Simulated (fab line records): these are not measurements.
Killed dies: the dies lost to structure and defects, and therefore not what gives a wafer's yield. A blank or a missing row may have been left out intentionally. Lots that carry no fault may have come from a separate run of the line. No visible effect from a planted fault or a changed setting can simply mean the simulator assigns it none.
fab line records	flow nandHarc	part 1 of 2: steps 1 to 3 of 6
record: lots: 20	wafers: 60	lastDay: 32
route steps=1302 shown A_CHANNEL_HOLE_D2@603 A_STAIRCASE@668
lots that met no fault: from a run of the same line without faults
startH: the number of hours between the record's first day and the start of the first shown wafer of the lot	waitH: hours since the lot's step before	" identical to the entry in the row above	L1.1+2: one row covering several wafers at once	- no value present, or no start provided	* or withheld: withheld	< > ~ a bound
route shown NAME@n: names a module that has steps shown in the file, with the first one's number in the route	usual: mean/standard deviation of fault-free wafers	same: alike in all rows	chamber/n: place in a boat	sites: each site's reading	_std_site: their standard deviation	_edge_site: outer sites' mean less inner sites'	radiusMm: for every site, how far away it sits from the centre of the wafer	mask NAME#n: copy n	behind: the last tool/chamber to shape the wafer	hold: reason for holding the lot/hours on hold/outcome of the hold	device: the transistor (n, p or np) that didn't switch	end of line: at the end of the route, the tests of the same wafers	a step with no rows: only its recipe	killed: not the wafer's yield, but the dies lost to structure and defects at the first sort	map: per-die view of a wafer (x killed, . not killed, _ where there is no die)
set.NAME: setting as actually run; set.NAME@STEP: the setting as run at that earlier step	model.NAME: the simulator's own value behind a step, which no gauge read
steps of the route over a sample of lots; a table a step, a row a wafer
services: a tool's chamber out of use, with start hour (startH, from the record's first day; less than 0 if before it), hours out, and reason
== steps ==
step: NHARC_A_CHANNEL_HOLE_D2_ETCH_44
recipe: targetDepthA: 1400	overetchA: 140	timeS: 77	ionEnergyEv: 100	cf4FlowSccm: 80	o2FlowSccm: 20	arFlowSccm: 0	rfW: 300	biasW: 100	chemistry: CF4/O2
usual: cf4FlowSccm: 80.03/0.24	drypumpMotorCurrentA: 5.4/0.37	o2FlowSccm: 20.00/0.057	oesProductAu: 0.997/0.0098	rfVppV: 197.6/1.5	showerheadPlenumPTorr: 1.32/0.056	throttleValvePct: 13.396/0.0092
lot.wafer	tool	chamber	startH	waitH	cf4FlowSccm	drypumpMotorCurrentA	o2FlowSccm	oesProductAu	rfHoursCounterH	rfVppV	showerheadPlenumPTorr	throttleValvePct
L074.1	rieDiel-02	1	296.91	0.1	79.78	5.9	19.90	0.999	4.5	198.1	1.36	13.406
L074.5	"	2	"	"	80.10	5.4	20.00	0.978	-	197.3	1.27	13.392
L074.6	"	3	"	"	79.61	4.8	20.02	1.003	-	197.6	1.30	13.393
L076.4	rieDiel-02	3	310.52	0.1	79.90	4.8	19.99	1.010	5.0	196.6	1.30	13.386
L076.2	"	0	"	"	80.11	5.3	20.08	0.995	4.7	196.7	1.25	13.381
L076.1	"	2	"	"	79.57	5.4	20.05	0.987	5.5	196.7	1.27	13.382
L077.4	rieDiel-02	1	329.46	0.1	79.99	5.8	19.99	1.004	6.5	199.4	1.36	13.394
L077.3	"	2	"	"	79.71	5.4	19.96	0.977	6.5	196.6	1.27	13.392
L077.5	"	1	"	"	80.14	5.8	19.97	0.998	-	197.2	1.36	13.403
L078.3	rieDiel-05	1	335.02	0.1	80.10	5.6	20.02	0.995	6.1	195.1	1.27	13.389
L078.1	"	2	"	"	80.09	5.2	19.98	0.990	7.4	198.4	1.35	13.412
L078.4	"	3	"	"	80.12	5.8	20.06	0.999	6.5	199.2	1.35	13.394
L079.3	rieDiel-12	1	356.04	0.0	80.21	5.6	19.97	1.002	3.7	200.1	1.38	13.392
L079.1	"	3	"	"	80.13	4.6	20.01	1.009	5.6	198.0	1.29	13.399
L079.2	"	0	"	"	80.06	5.0	20.08	0.988	5.1	199.5	1.43	13.389
L081.3	rieDiel-12	1	372.77	0.1	80.06	5.6	19.88	0.991	5.0	198.1	1.38	13.412
L081.5	"	0	"	"	79.57	5.0	20.02	1.006	-	200.1	1.43	13.382
L081.6	"	1	"	"	79.79	5.6	19.86	1.001	-	198.9	1.38	13.392
L083.2	rieDiel-02	0	390.30	0.1	80.07	5.3	20.00	1.005	8.6	195.2	1.25	13.388
L083.3	"	1	"	"	79.26	5.8	19.94	0.998	8.6	198.2	1.36	13.387
L083.6	"	1	"	"	79.62	5.9	19.96	1.003	-	198.3	1.36	13.408
L082.4	rieDiel-12	0	394.49	0.1	80.04	5.0	19.92	1.001	7.5	200.7	1.43	13.395
L082.2	"	1	"	"	79.92	5.6	20.01	1.000	6.4	199.7	1.38	13.389
L082.5	"	3	"	"	79.87	4.6	20.04	1.012	-	197.3	1.29	13.396
L084.3	rieDiel-02	2	406.90	0.1	79.65	5.4	20.05	0.982	0.0	196.2	1.27	13.400
L084.5	"	2	"	"	79.88	5.4	20.14	0.972	-	196.8	1.27	13.388
L084.6	"	1	"	"	79.93	5.8	20.00	0.998	-	198.7	1.36	13.386
L085.3	rieDiel-02	1	414.44	0.1	80.14	5.8	20.06	1.014	1.0	199.4	1.36	13.412
L085.5	"	1	"	"	80.20	5.8	20.05	1.010	-	200.1	1.36	13.400
L085.4	"	0	"	"	80.16	5.3	20.05	1.003	-	196.3	1.25	13.397
L086.2	rieDiel-12	2	415.43	0.1	80.11	5.8	20.03	0.985	8.3	200.8	1.42	13.386
L086.5	"	1	"	"	80.30	5.6	20.01	0.999	-	198.3	1.38	13.404
L086.6	"	2	"	"	79.70	5.7	19.98	0.985	-	200.1	1.42	13.387
L089.4	rieDiel-05	1	447.23	0.1	80.56	5.6	20.00	1.001	1.1	195.9	1.27	13.403
L089.1	"	2	"	"	80.38	5.2	20.03	0.994	1.3	198.2	1.35	13.398
L089.5	"	1	"	"	80.35	5.6	20.08	1.000	-	196.5	1.27	13.409
L088.1	rieDiel-02	3	448.76	0.1	80.17	4.8	20.02	0.991	1.6	196.8	1.30	13.391
L088.3	"	2	"	"	80.23	5.4	19.98	0.980	2.5	194.8	1.27	13.389
L088.6	"	0	"	"	80.22	5.3	20.04	0.990	-	196.5	1.25	13.403
L090.3	rieDiel-12	1	455.66	0.0	80.18	5.6	19.92	1.006	0.0	199.2	1.38	13.402
L090.2	"	0	"	"	79.74	5.0	20.02	1.007	0.0	200.2	1.43	13.398
L090.6	"	1	"	"	79.92	5.6	19.99	1.005	-	198.7	1.38	13.400
L093.1	rieDiel-02	2	472.82	0.1	79.94	5.4	20.10	0.979	3.9	197.2	1.27	13.393
L093.5	"	1	"	"	79.84	5.8	20.02	1.017	-	198.3	1.36	13.374
L093.6	"	3	"	"	80.30	4.8	19.93	0.998	-	196.9	1.30	13.405
L091.4	rieDiel-02	2	476.94	0.1	80.03	5.4	19.98	0.986	4.1	195.2	1.27	13.411
L091.3	"	0	"	"	80.18	5.3	19.97	0.995	4.2	196.8	1.25	13.413
L091.5	"	2	"	"	80.08	5.4	20.08	0.978	-	195.9	1.27	13.396
L092.2	rieDiel-05	3	478.62	0.1	80.47	5.8	19.97	0.994	3.5	198.7	1.35	13.390
L092.1	"	0	"	"	79.99	5.4	19.98	0.997	4.4	197.5	1.35	13.401
L092.5	"	0	"	"	80.94	5.4	19.99	0.994	-	197.7	1.35	13.396
L094.1	rieDiel-02	2	490.78	0.1	79.94	5.4	19.96	0.976	4.8	196.6	1.27	13.399
L094.2	"	3	"	"	80.25	4.8	20.02	0.984	4.1	197.6	1.30	13.404
L094.5	"	1	"	"	79.83	5.8	20.00	1.001	-	198.4	1.36	13.406
L096.3	rieDiel-02	2	513.67	0.1	79.82	5.4	20.05	0.985	6.3	196.3	1.27	13.384
L096.2	"	3	"	"	80.27	4.8	20.07	0.991	5.3	196.2	1.30	13.389
L096.4	"	0	"	"	80.22	5.3	20.05	0.998	5.8	197.2	1.25	13.404
L095.4	rieDiel-02	2	516.32	0.1	80.29	5.4	20.02	0.986	6.5	196.5	1.27	13.401
L095.2	"	3	"	"	80.24	4.8	19.93	0.995	5.4	197.1	1.30	13.415
L095.5	"	1	"	"	79.81	5.9	19.95	1.004	-	198.8	1.36	13.376
step: NHARC_A_STAIRCASE_TRIM_12
recipe: timeS: 211.2	o2FlowSccm: 500	arFlowSccm: 0	biasW: 0	chemistry: O2
usual: drypumpMotorCurrentA: 5.7/0.34	o2FlowSccm: 500.2/1.6	oesProductAu: 0.999/0.011	rfVppV: 58.0/0.81	showerheadPlenumPTorr: 3.57/0.13	throttleValvePct: 17.036/0.0092
lot.wafer	tool	chamber	startH	waitH	drypumpMotorCurrentA	o2FlowSccm	oesProductAu	rfHoursCounterH	rfVppV	showerheadPlenumPTorr	throttleValvePct
L074.1	rieDiel-06	3	349.70	0.2	5.3	498.6	1.002	6	56.7	3.53	17.045
L074.5	"	1	"	"	5.6	501.7	0.994	-	56.2	3.29	17.046
L074.6	"	2	"	"	6.2	498.8	0.990	-	56.5	3.56	17.028
L076.2	rieDiel-06	1	362.26	0.1	5.6	501.8	0.990	18	58.6	3.29	17.051
L076.4	"	2	"	"	6.2	500.2	0.978	16	57.3	3.55	17.014
L076.1	"	3	"	"	5.3	499.6	1.011	12	57.3	3.53	17.037
L077.3	rieDiel-13	1	382.54	0.1	5.9	499.0	1.001	11	57.3	3.74	17.028
L077.4	"	2	"	"	5.5	501.7	1.004	11	57.3	3.56	17.030
L077.5	"	1	"	"	5.9	501.1	1.003	-	59.3	3.74	17.032
L078.3	rieDiel-01	0	389.90	0.1	5.4	501.6	0.991	0	58.5	3.78	17.045
L078.4	"	1	"	"	6.0	502.3	0.992	0	57.1	3.56	17.037
L078.1	"	3	"	"	6.1	497.8	0.977	0	57.4	3.74	17.032
L079.3	rieDiel-06	0	409.02	0.1	5.2	503.1	1.006	32	57.4	3.40	17.045
L079.2	"	1	"	"	5.6	500.1	1.007	31	56.4	3.28	17.044
L079.1	"	3	"	"	5.3	502.1	1.010	27	58.9	3.52	17.041
L081.3	rieDiel-13	3	430.35	0.1	5.9	501.2	1.014	29	57.0	3.56	17.048
L081.6	"	1	"	"	5.9	498.7	1.005	-	59.7	3.73	17.047
L081.5	"	2	"	"	5.6	500.1	1.024	-	56.3	3.55	17.034
L083.2	rieDiel-13	0	446.42	0.1	5.3	500.9	0.984	34	59.7	3.59	17.033
L083.3	"	1	"	"	5.9	499.3	1.009	31	58.9	3.73	17.036
L083.6	"	3	"	"	6.0	497.3	1.004	-	56.9	3.56	17.035
L082.2	rieDiel-06	0	446.57	0.1	5.2	500.6	0.991	41	57.9	3.39	17.023
L082.4	"	2	"	"	6.3	499.1	0.976	41	58.8	3.54	17.041
L082.5	"	1	"	"	5.6	499.5	0.996	-	58.2	3.27	17.032
L084.3	rieDiel-01	3	459.67	0.1	6.1	501.9	0.993	20	58.7	3.73	17.044
L084.5	"	2	"	"	5.5	502.8	0.991	-	58.0	3.48	17.037
L084.6	"	3	"	"	6.1	502.4	0.994	-	58.7	3.73	17.054
L086.2	rieDiel-06	1	466.45	0.2	5.6	498.3	0.997	46	57.1	3.27	17.039
L086.6	"	2	"	"	6.3	500.2	0.987	-	56.6	3.54	17.038
L086.5	"	3	"	"	5.3	499.4	1.010	-	58.4	3.51	17.020
L085.4	rieDiel-13	3	469.82	0.1	5.9	499.3	1.016	46	57.3	3.55	17.044
L085.3	"	2	"	"	5.5	500.8	1.018	44	58.0	3.54	17.037
L085.5	"	0	"	"	5.3	500.0	0.995	-	58.7	3.59	17.034
L088.1	rieDiel-13	0	501.67	0.1	5.3	499.2	0.995	57	58.9	3.58	17.028
L088.3	"	1	"	"	5.9	498.5	0.999	55	58.5	3.72	17.027
L088.6	"	0	"	"	5.3	501.4	0.999	-	58.2	3.58	17.039
L089.1	rieDiel-06	0	501.98	0.1	5.3	499.7	1.008	3	58.4	3.38	17.033
L089.4	"	2	"	"	6.3	498.8	0.994	2	57.8	3.53	17.045
L089.5	"	0	"	"	5.3	504.0	1.006	-	57.1	3.38	17.039
L090.3	rieDiel-06	3	513.70	0.1	5.3	499.8	0.988	5	57.6	3.50	17.021
L090.2	"	0	"	"	5.3	502.9	1.014	6	57.0	3.38	17.030
L090.6	"	2	"	"	6.2	500.5	0.994	-	56.3	3.53	17.042
L093.1	rieDiel-13	0	529.99	0.1	5.3	497.6	0.989	1	57.4	3.58	17.032
L093.6	"	0	"	"	5.3	499.5	0.998	-	57.8	3.58	17.042
L093.5	"	1	"	"	5.9	500.2	0.998	-	58.7	3.72	17.035
L091.4	rieDiel-13	1	531.75	0.2	5.9	500.6	0.996	2	57.9	3.71	17.045
L091.3	"	3	"	"	5.9	498.9	1.020	1	57.2	3.54	17.041
L091.5	"	2	"	"	5.5	498.8	1.014	-	58.7	3.53	17.027
L092.1	rieDiel-01	2	531.98	0.2	5.5	500.3	1.008	51	58.7	3.47	17.034
L092.2	"	3	"	"	6.1	499.0	0.986	49	59.4	3.71	17.038
L092.5	"	2	"	"	5.5	501.4	0.996	-	57.8	3.47	17.037
L094.1	rieDiel-01	0	543.17	0.1	5.4	498.9	1.000	54	57.7	3.74	17.035
L094.2	"	2	"	"	5.5	500.8	0.999	56	59.2	3.46	17.026
L094.5	"	0	"	"	5.4	500.7	1.007	-	58.4	3.74	17.040
L095.2	rieDiel-06	2	565.21	0.2	6.2	502.4	0.988	24	59.7	3.52	17.029
L095.4	"	3	"	"	5.2	499.9	0.998	25	57.4	3.49	17.034
L095.5	"	2	"	"	6.3	500.1	0.988	-	58.1	3.52	17.035
L096.2	rieDiel-13	2	565.29	0.1	5.6	498.7	1.018	13	57.1	3.53	17.037
L096.3	"	3	"	"	5.9	499.8	1.022	15	56.4	3.54	17.055
L096.4	"	1	"	"	5.9	499.8	1.009	12	57.5	3.71	17.041
step: NHARC_A_STAIRCASE_TRIM_196
recipe: timeS: 211.2	o2FlowSccm: 500	arFlowSccm: 0	biasW: 0	chemistry: O2
usual: drypumpMotorCurrentA: 5.7/0.32	o2FlowSccm: 500.1/1.6	oesProductAu: 1.001/0.01	rfVppV: 58.0/0.92	showerheadPlenumPTorr: 3.58/0.12	throttleValvePct: 17.037/0.0094
lot.wafer	tool	chamber	startH	waitH	drypumpMotorCurrentA	o2FlowSccm	oesProductAu	rfHoursCounterH	rfVppV	showerheadPlenumPTorr	throttleValvePct
L074.1	rieDiel-13	2	358.32	0.1	5.5	499.5	1.011	2	59.2	3.57	17.033
L074.6	"	1	"	"	6.0	499.5	1.010	-	58.1	3.75	17.034
L074.5	"	2	"	"	5.5	498.8	0.988	-	57.2	3.57	17.016
L076.2	rieDiel-13	1	367.70	0.1	5.9	499.7	1.005	6	59.0	3.75	17.055
L076.4	"	2	"	"	5.5	499.2	1.015	6	56.7	3.56	17.041
L076.1	"	3	"	"	5.9	502.2	1.008	6	58.9	3.57	17.027
L077.3	rieDiel-06	2	387.27	0.1	6.3	498.9	0.987	26	56.2	3.55	17.034
L077.4	"	2	"	"	6.3	498.9	0.989	-	58.9	3.55	17.034
L077.5	"	0	"	"	5.3	497.8	1.006	-	58.3	3.40	17.028
L078.3	rieDiel-13	1	395.49	0.1	5.9	501.0	1.006	15	59.4	3.74	17.027
L078.4	"	3	"	"	5.9	497.6	1.012	15	58.6	3.57	17.047
L078.1	"	0	"	"	5.3	495.7	0.990	15	57.5	3.60	17.034
L079.2	rieDiel-06	1	414.32	0.1	5.6	497.7	1.007	32	57.0	3.28	17.023
L079.1	"	2	"	"	6.3	501.3	0.980	31	58.1	3.55	17.037
L079.3	"	3	"	"	5.3	498.5	1.007	28	57.3	3.52	17.036
L081.3	rieDiel-13	0	435.21	0.1	5.3	504.2	0.994	30	58.7	3.59	17.046
L081.6	"	3	"	"	5.9	498.1	1.016	-	56.9	3.56	17.056
L081.5	"	0	"	"	5.3	501.2	0.995	-	58.4	3.59	17.044
L083.2	rieDiel-01	2	451.48	0.1	5.5	501.5	0.985	19	59.3	3.48	17.051
L083.3	"	3	"	"	6.1	500.6	0.986	17	58.9	3.73	17.047
L083.6	"	0	"	"	5.4	498.9	0.985	-	59.2	3.77	17.047
L082.2	rieDiel-06	2	451.91	0.1	6.3	497.7	0.982	44	58.5	3.54	17.049
L082.4	"	0	"	"	5.3	499.1	1.000	44	57.2	3.39	17.036
L082.5	"	3	"	"	5.3	501.4	0.993	-	57.4	3.51	17.026
L084.3	rieDiel-13	1	464.51	0.1	5.9	500.3	1.004	42	57.9	3.73	17.031
L084.6	"	1	"	"	5.9	499.6	1.000	-	57.8	3.73	17.035
L084.5	"	2	"	"	5.5	500.9	1.001	-	55.9	3.54	17.024
L086.2	rieDiel-13	3	471.28	0.1	5.9	500.6	1.011	46	59.4	3.55	17.031
L086.6	"	2	"	"	5.5	498.6	1.003	-	59.3	3.54	17.047
L086.5	"	3	"	"	5.9	500.1	1.015	-	59.2	3.55	17.019
L085.3	rieDiel-01	2	475.20	0.1	5.5	500.2	0.995	29	57.9	3.48	17.053
L085.4	"	0	"	"	5.4	498.2	0.999	-	59.4	3.76	17.043
L085.5	"	2	"	"	5.5	498.6	0.992	-	57.5	3.48	17.039
L088.3	rieDiel-13	0	506.51	0.2	5.3	498.1	1.002	59	58.2	3.58	17.038
L088.1	"	1	"	"	5.9	498.0	1.000	56	59.2	3.72	17.020
L088.6	"	2	"	"	5.5	503.3	1.013	-	59.1	3.54	17.043
L089.4	rieDiel-06	2	506.82	0.1	6.3	501.1	1.012	3	56.7	3.53	17.024
L089.1	"	3	"	"	5.3	501.1	1.009	4	57.4	3.50	17.028
L089.5	"	0	"	"	5.3	499.9	1.013	-	57.6	3.38	17.051
L090.3	rieDiel-06	2	518.93	0.1	6.3	498.1	0.992	6	59.5	3.53	17.035
L090.2	"	3	"	"	5.3	500.2	0.999	6	56.7	3.50	17.037
L090.6	"	2	"	"	6.3	499.1	0.990	-	56.8	3.53	17.022
L093.1	rieDiel-13	0	535.02	0.1	5.3	499.7	0.999	3	57.1	3.57	17.044
L093.5	"	3	"	"	5.9	500.6	1.018	-	57.3	3.54	17.032
L093.6	"	0	"	"	5.3	499.9	0.995	-	56.4	3.57	17.039
L091.3	rieDiel-01	0	536.56	0.1	5.4	497.9	1.003	52	57.3	3.75	17.026
L091.4	"	1	"	"	6.0	498.3	0.984	41	57.8	3.54	17.028
L091.5	"	1	"	"	6.0	501.4	0.994	-	57.5	3.54	17.067
L092.2	rieDiel-13	0	537.43	0.1	5.3	500.1	0.996	4	58.8	3.57	17.045
L092.1	"	3	"	"	6.0	499.1	1.022	3	60.1	3.54	17.037
L092.5	"	1	"	"	5.9	499.2	1.004	-	58.2	3.71	17.033
L094.1	rieDiel-13	1	547.80	0.1	5.9	499.5	0.992	8	57.4	3.71	17.023
L094.2	"	2	"	"	5.5	500.2	1.006	9	57.5	3.53	17.035
L094.5	"	1	"	"	5.9	501.8	1.001	-	57.4	3.71	17.037
L096.4	rieDiel-06	2	570.28	0.1	6.3	500.0	0.991	25	59.0	3.52	17.046
L096.3	"	3	"	"	5.3	501.7	1.003	26	58.3	3.49	17.038
L096.2	"	0	"	"	5.3	500.3	1.008	29	58.2	3.37	17.034
L095.2	rieDiel-13	1	570.72	0.1	5.9	501.9	0.997	13	57.7	3.71	17.024
L095.4	"	0	"	"	5.2	499.1	0.993	15	57.9	3.57	17.043
L095.5	"	2	"	"	5.5	500.2	1.014	-	58.0	3.53	17.039
